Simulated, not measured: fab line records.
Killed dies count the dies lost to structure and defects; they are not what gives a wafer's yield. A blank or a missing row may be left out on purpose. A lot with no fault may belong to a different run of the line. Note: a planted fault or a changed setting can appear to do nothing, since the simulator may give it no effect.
Lot-split experiment || flow n5-finfet || 21 wafers read from 7 lots, route of 1938 steps

ON THE SPLIT
At N5_MIM_BOT_SPUTTER_00 (material TiN, target thk 35 nm, time 89.7 s), the setting time-s was moved away from the recipe's 89.7 s on 7 of the 21 wafers read, by -13.5% to +11.7%. This setting was run at the recipe's value on the other wafers.

Reading taken at the split's own step.

THE READING
TiN_of_MIM_BOT_SPUTTER_00.thk-nm (the simulator's own value, which no gauge read), in nm, at N5_MIM_BOT_SPUTTER_00 (material TiN, target thk 35 nm, time 89.7 s). The file gives no usual value for it. Average 34.6 nm, standard deviation 0.36 nm, over the 14 wafers here run with the recipe.

{"wafer": "L074.2", "tool, chamber at the split": "pvd-sputter-01, -", "time-s as run, s": 89.7, "against the recipe": "recipe", "TiN_of_MIM_BOT_SPUTTER_00.thk-nm, nm": 34, "against lot-mates on the recipe": "-"}
{"wafer": "L074.3", "tool, chamber at the split": "pvd-sputter-01, -", "time-s as run, s": 89.7, "against the recipe": "recipe", "TiN_of_MIM_BOT_SPUTTER_00.thk-nm, nm": 34.6, "against lot-mates on the recipe": "-"}
{"wafer": "L074.6", "tool, chamber at the split": "pvd-sputter-01, -", "time-s as run, s": 89.7, "against the recipe": "recipe", "TiN_of_MIM_BOT_SPUTTER_00.thk-nm, nm": 35, "against lot-mates on the recipe": "-"}
{"wafer": "L076.1", "tool, chamber at the split": "pvd-sputter-03, -", "time-s as run, s": 89.7, "against the recipe": "recipe", "TiN_of_MIM_BOT_SPUTTER_00.thk-nm, nm": 35, "against lot-mates on the recipe": "-"}
{"wafer": "L076.3", "tool, chamber at the split": "pvd-sputter-03, -", "time-s as run, s": 89.7, "against the recipe": "recipe", "TiN_of_MIM_BOT_SPUTTER_00.thk-nm, nm": 34.8, "against lot-mates on the recipe": "-"}
{"wafer": "L076.5", "tool, chamber at the split": "pvd-sputter-03, -", "time-s as run, s": 89.7, "against the recipe": "recipe", "TiN_of_MIM_BOT_SPUTTER_00.thk-nm, nm": 34.8, "against lot-mates on the recipe": "-"}
{"wafer": "L077.1", "tool, chamber at the split": "pvd-sputter-03, -", "time-s as run, s": 77.6, "against the recipe": "-13.5%", "TiN_of_MIM_BOT_SPUTTER_00.thk-nm, nm": 30.2, "against lot-mates on the recipe": "no lot-mate on the recipe"}
{"wafer": "L077.5", "tool, chamber at the split": "pvd-sputter-03, -", "time-s as run, s": 77.6, "against the recipe": "-13.5%", "TiN_of_MIM_BOT_SPUTTER_00.thk-nm, nm": 30.2, "against lot-mates on the recipe": "no lot-mate on the recipe"}
{"wafer": "L077.3", "tool, chamber at the split": "pvd-sputter-03, -", "time-s as run, s": 77.6, "against the recipe": "-13.5%", "TiN_of_MIM_BOT_SPUTTER_00.thk-nm, nm": 30.4, "against lot-mates on the recipe": "no lot-mate on the recipe"}
{"wafer": "L087.3", "tool, chamber at the split": "pvd-sputter-03, -", "time-s as run, s": 89.7, "against the recipe": "recipe", "TiN_of_MIM_BOT_SPUTTER_00.thk-nm, nm": 34.2, "against lot-mates on the recipe": "-"}
{"wafer": "L087.6", "tool, chamber at the split": "pvd-sputter-03, -", "time-s as run, s": 89.7, "against the recipe": "recipe", "TiN_of_MIM_BOT_SPUTTER_00.thk-nm, nm": 34.2, "against lot-mates on the recipe": "-"}
{"wafer": "L087.4", "tool, chamber at the split": "pvd-sputter-03, -", "time-s as run, s": 89.7, "against the recipe": "recipe", "TiN_of_MIM_BOT_SPUTTER_00.thk-nm, nm": 34, "against lot-mates on the recipe": "-"}
{"wafer": "L090.2", "tool, chamber at the split": "pvd-sputter-02, -", "time-s as run, s": 98.33, "against the recipe": "+9.6%", "TiN_of_MIM_BOT_SPUTTER_00.thk-nm, nm": 37.4, "against lot-mates on the recipe": "+2.9"}
{"wafer": "L090.4", "tool, chamber at the split": "pvd-sputter-02, -", "time-s as run, s": 89.7, "against the recipe": "recipe", "TiN_of_MIM_BOT_SPUTTER_00.thk-nm, nm": 34.8, "against lot-mates on the recipe": "-"}
{"wafer": "L090.5", "tool, chamber at the split": "pvd-sputter-02, -", "time-s as run, s": 89.7, "against the recipe": "recipe", "TiN_of_MIM_BOT_SPUTTER_00.thk-nm, nm": 34.2, "against lot-mates on the recipe": "-"}
{"wafer": "L089.2", "tool, chamber at the split": "pvd-sputter-02, -", "time-s as run, s": 82.55, "against the recipe": "-8.0%", "TiN_of_MIM_BOT_SPUTTER_00.thk-nm, nm": 31.4, "against lot-mates on the recipe": -3.2}
{"wafer": "L089.4", "tool, chamber at the split": "pvd-sputter-02, -", "time-s as run, s": 82.55, "against the recipe": "-8.0%", "TiN_of_MIM_BOT_SPUTTER_00.thk-nm, nm": 31.8, "against lot-mates on the recipe": -2.8}
{"wafer": "L089.6", "tool, chamber at the split": "pvd-sputter-02, -", "time-s as run, s": 89.7, "against the recipe": "recipe", "TiN_of_MIM_BOT_SPUTTER_00.thk-nm, nm": 34.6, "against lot-mates on the recipe": "-"}
{"wafer": "L091.1", "tool, chamber at the split": "pvd-sputter-02, -", "time-s as run, s": 89.7, "against the recipe": "recipe", "TiN_of_MIM_BOT_SPUTTER_00.thk-nm, nm": 35, "against lot-mates on the recipe": "-"}
{"wafer": "L091.2", "tool, chamber at the split": "pvd-sputter-02, -", "time-s as run, s": 89.7, "against the recipe": "recipe", "TiN_of_MIM_BOT_SPUTTER_00.thk-nm, nm": 34.8, "against lot-mates on the recipe": "-"}
{"wafer": "L091.3", "tool, chamber at the split": "pvd-sputter-02, -", "time-s as run, s": 100.2, "against the recipe": "+11.7%", "TiN_of_MIM_BOT_SPUTTER_00.thk-nm, nm": 39, "against lot-mates on the recipe": "+4.1"}

THE FIT
A straight line over all 21 wafers: TiN_of_MIM_BOT_SPUTTER_00.thk-nm changes by +0.333 nm for each +1% of time-s; r = +0.99; the points scatter about the line by 0.37 nm.
The same after taking each lot's own level away (the mean of its wafers on the recipe; 18 wafers): +0.348 nm for each +1%; r = +0.99; scatter 0.26 nm.
According to that fit, moving time-s by its largest amount changes the reading by 4.7 nm.
The span of the lots' own levels, 34.13 to 34.90 nm, comes to 2.1 times the standard deviation stated above.
Hence the lot-to-lot level has little effect on the slope; both slopes agree.
Check: +3.96 nm against its lot-mates is what the line predicts for one of the wafers moved furthest among these (+11.7%) when that wafer is left out of the fit. Against them it came out at +4.1 nm.

OTHER SPLITS ON THESE WAFERS
Other splits were also applied to these wafers ahead of the reading. Each is held against what the fit with the lots' levels taken away leaves over:
{"other split on the same wafers": "N5_BEOL_M13_ILD_DEP_00 time-s", "wafers away from the commonest value": 5, "r with TiN_of_MIM_BOT_SPUTTER_00.thk-nm (lot level and that fit taken away)": -0.37}
{"other split on the same wafers": "N5_BEOL_M13_SPUTTER_43 time-s", "wafers away from the commonest value": 5, "r with TiN_of_MIM_BOT_SPUTTER_00.thk-nm (lot level and that fit taken away)": -0.04}
{"other split on the same wafers": "N5_BEOL_M14_ILD_DEP_00 time-s", "wafers away from the commonest value": 5, "r with TiN_of_MIM_BOT_SPUTTER_00.thk-nm (lot level and that fit taken away)": -0.31}
{"other split on the same wafers": "N5_BEOL_M14_PEB_26 peb-temp-c", "wafers away from the commonest value": 6, "r with TiN_of_MIM_BOT_SPUTTER_00.thk-nm (lot level and that fit taken away)": -0.27}
{"other split on the same wafers": "N5_BEOL_M14_DEVELOP_27 develop-time-s", "wafers away from the commonest value": 5, "r with TiN_of_MIM_BOT_SPUTTER_00.thk-nm (lot level and that fit taken away)": "+0.08"}

FILE'S OWN FIT
TiN_of_MIM_BOT_SPUTTER_00.thk-nm changes by +0.34 nm for each +1% of time-s, r = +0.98.
